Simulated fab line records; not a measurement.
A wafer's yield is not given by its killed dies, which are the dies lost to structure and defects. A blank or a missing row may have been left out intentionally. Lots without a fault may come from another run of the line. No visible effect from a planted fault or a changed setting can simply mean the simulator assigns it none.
Comparing a struck lot with a sound one + flow nand harc + 14 steps out of a route of 1159
Sound: the wafers L247.2, L247.4, L247.6. The struck wafers were L245.3, L245.5, L245.6. The cause is given at the end.
Each step with rows lists, per side, the tool, then ch with its chambers, then its first start. Under that, the readings that differ: sound wafers + struck wafers + difference of the means + sigmas: that difference in standard deviations of wafers without a fault.
alike: a reading whose means differ by less than 2 such deviations, as well as words and numbers matching on both sides. not compared: withheld readings; readings where some wafer has no value; bounds like >300 that might hide an equal value; numbers whose values overlap and for which the record gives no deviation.
Wherever a step has rows on one side only, a row that says differs or no value, or a row with sigmas, the two part there. Numbers that have no deviation but don't overlap get no sigmas and don't part them. A reading that every wafer of one side lacks parts them only if that side has two wafers or more.

NHARC_A_CONTACT_STRIP_55: strips in O2.
  sound: rie diel-03 ch 0,1,2; struck: rie diel-11 ch 2,3
| reading                | sound                | struck               | difference | sigmas |
|------------------------|----------------------|----------------------|------------|--------|
| throttle valve pct (%) | 17.049 17.038 17.045 | 17.033 17.026 17.014 | -0.020     | -2     |
  alike: drypump motor current A, mfc ar sccm, oes product au, rf vpp V, showerhead plenum p Torr
  not compared: rf hours counter h
then, 1 step without rows for these wafers: NHARC_A_CONTACT_STRIP_56 (strips in post etch residue remover, time 600 s).
NHARC_A_CONTACT_DEP_57: deposits aC, target thk 2800 nm.
  sound on acl dep-03 ch 0, day 18 18:58; struck on acl dep-02 ch 0, day 18 09:03
  alike: throttle valve pct
NHARC_A_CONTACT_DEP_58: deposits SiON, target thk 60 nm.
  sound on pecvd-03 ch 0,2, day 18 20:29; struck on pecvd-04 ch 0,1,2, day 18 10:22
  alike: chamber pressure Torr, heater power w
then, 8 steps without rows for these wafers: NHARC_A_CONTACT_DEHYDRATE_59 (time 120 s); NHARC_A_CONTACT_HMDS_60 (time 30 s); NHARC_A_CONTACT_COAT_61 (time 75 s); NHARC_A_CONTACT_COAT_62 (time 65 s); NHARC_A_CONTACT_COAT_63 (resist thk 90 nm); NHARC_A_CONTACT_SOFTBAKE_64 (time 55 s); NHARC_A_CONTACT_EBR_65; NHARC_A_CONTACT_EXPOSE_66 (exposes mask A CC 2).
NHARC_A_CONTACT_PEB_67: peb time 65 s.
  sound on litho track-01 ch 0, day 18 21:06; struck on litho track-06, day 18 10:53
  no value came back on the struck wafers for chill plate temp C (C), exhaust pa (Pa); on the sound wafers chill plate temp C (C) reads 22.97 23.04 22.83
then, 1 step without rows for these wafers: NHARC_A_CONTACT_DEVELOP_68 (develop time 35 s).

WHERE THEY PART
At NHARC_A_CONTACT_STRIP_55 first; at NHARC_A_CONTACT_PEB_67 last (within this record only).

WHY: the cause the simulator had injected
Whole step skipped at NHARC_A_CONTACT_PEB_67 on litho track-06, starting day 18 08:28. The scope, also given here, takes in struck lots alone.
